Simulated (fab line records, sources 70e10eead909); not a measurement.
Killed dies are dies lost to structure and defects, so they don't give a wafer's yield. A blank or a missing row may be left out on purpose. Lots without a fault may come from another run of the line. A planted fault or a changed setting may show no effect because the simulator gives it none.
Chamber matching | flow nand_harc | NHARC_A_CHANNEL_HOLE_D1_DEP_01 on pecvd-01: 3 sister chambers
The step deposits SiON, target thk 140 nm. 3 wafers are shown with their chamber, then 7 later ones without.

WAFERS WITH THEIR CHAMBER
wafer  | chamber | heater_power_w (W)
L230.5 | 2       | 792
L242.1 | 0       | 705
L242.3 | 1       | 885

WAFERS WITHOUT THEIR CHAMBER
wafer  | heater_power_w (W)
L242.4 | 882
L244.3 | 718
L244.5 | 585
L244.6 | 897
L245.1 | 639
L245.3 | 829
L245.4 | 806

WHICH CHAMBER EACH WENT THROUGH
wafer  | from the rows above          | in truth
L242.4 | can't be placed: 1 or 2      | 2
L244.3 | can't be placed: 0 or 2      | 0
L244.5 | can't be placed: 0 or 2      | 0
L244.6 | can't be placed: 1 or 2      | 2
L245.1 | can't be placed: 0 or 2      | 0
L245.3 | can't be placed: 2 or 1 or 0 | 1
L245.4 | can't be placed: 2 or 1 or 0 | 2
Placed correctly: 0 of 7. Can't be placed from these rows: 7 (the true chamber is among the candidates in 7). Placed wrongly: 0.
How it was worked out, from the rows above alone: a wafer's distance from a chamber is the root of the sum, over the readings, of the square of ((its reading less the chamber's mean) divided by the reading's scatter). The wafer belongs to the nearest chamber; if the next one is less than 2 further off, it can't be placed. A chamber's mean is the mean of its shown wafers. The scatter: with one shown wafer a chamber, the root of the mean of the squares of how far each hidden wafer lies from its nearest shown one.
